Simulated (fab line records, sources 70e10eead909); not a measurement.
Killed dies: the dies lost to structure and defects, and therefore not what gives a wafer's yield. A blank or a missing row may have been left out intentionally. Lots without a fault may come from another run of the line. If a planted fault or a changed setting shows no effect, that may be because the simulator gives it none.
Chamber matching -- flow nand harc -- NHARC_A_BONDPAD_STRIP_16 on wet bench-08 has 8 sister chambers
The step strips in post etch residue remover, time 600 s. 15 wafers are shown with their chamber, then 11 later ones without.

## WAFERS WITH THEIR CHAMBER
wafer,chamber,bath heat duty pct (%),run length s (s)
L422.1,4,11.4,603.9
L422.4,7,13.2,603.7
L423.4,0,15.5,603.9
L423.5,3,16.5,601.9
L425.1,2,9.9,605.2
L425.3,7,14.4,602.8
L426.1,0,14.4,602.8
L426.3,1,13.4,604.8
L426.5,6,10.4,603.6
L438.2,2,12.5,605.4
L438.4,1,13.1,605.3
L442.1,6,9.5,602.3
L442.2,4,11.7,604.3
L442.3,5,14.4,603.1
L440.1,5,14.3,603.5

## WAFERS WITH NO CHAMBER GIVEN
wafer,bath heat duty pct (%),run length s (s)
L440.3,18.5,602.6
L440.5,11.1,603.7
L441.2,15.7,602.8
L441.5,12.1,602.8
L441.6,14.4,604.1
L443.2,14.3,603.1
L443.5,17.4,602.6
L443.6,12.2,603.7
L444.2,11.0,604.0
L444.3,15.0,603.5
L444.6,13.8,605.5

## CHAMBER TAKEN BY EACH
wafer,from the rows above,in truth
L440.3,can't be placed: 3 or 0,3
L440.5,can't be placed: 4 or 6 or 2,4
L441.2,can't be placed: 0 or 5 or 3 or 7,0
L441.5,can't be placed: 7 or 4 or 6 or 5 or 0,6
L441.6,can't be placed: 5 or 0 or 7 or 1 or 4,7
L443.2,can't be placed: 5 or 7 or 0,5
L443.5,can't be placed: 3 or 0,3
L443.6,can't be placed: 4 or 7 or 5 or 1 or 6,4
L444.2,can't be placed: 4 or 6 or 2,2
L444.3,can't be placed: 0 or 5 or 7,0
L444.6,1,1
1 of 11 placed correctly. Can't be placed from these rows: 10 (the true chamber is among the candidates in 10). Number placed wrongly: 0.
How it was worked out, from the rows above alone: a wafer's distance from a chamber is the root of the sum, over the readings, of the square of ((its reading less the chamber's mean) divided by the reading's scatter). If the next closest chamber is less than 2 further off than the closest, the wafer can't be placed; otherwise it belongs to the closest. The mean given for a chamber averages the wafers shown for that chamber. The scatter: the root of (the sum of the squares of (reading less its chamber's mean) over the shown wafers, divided by (wafers less chambers)).
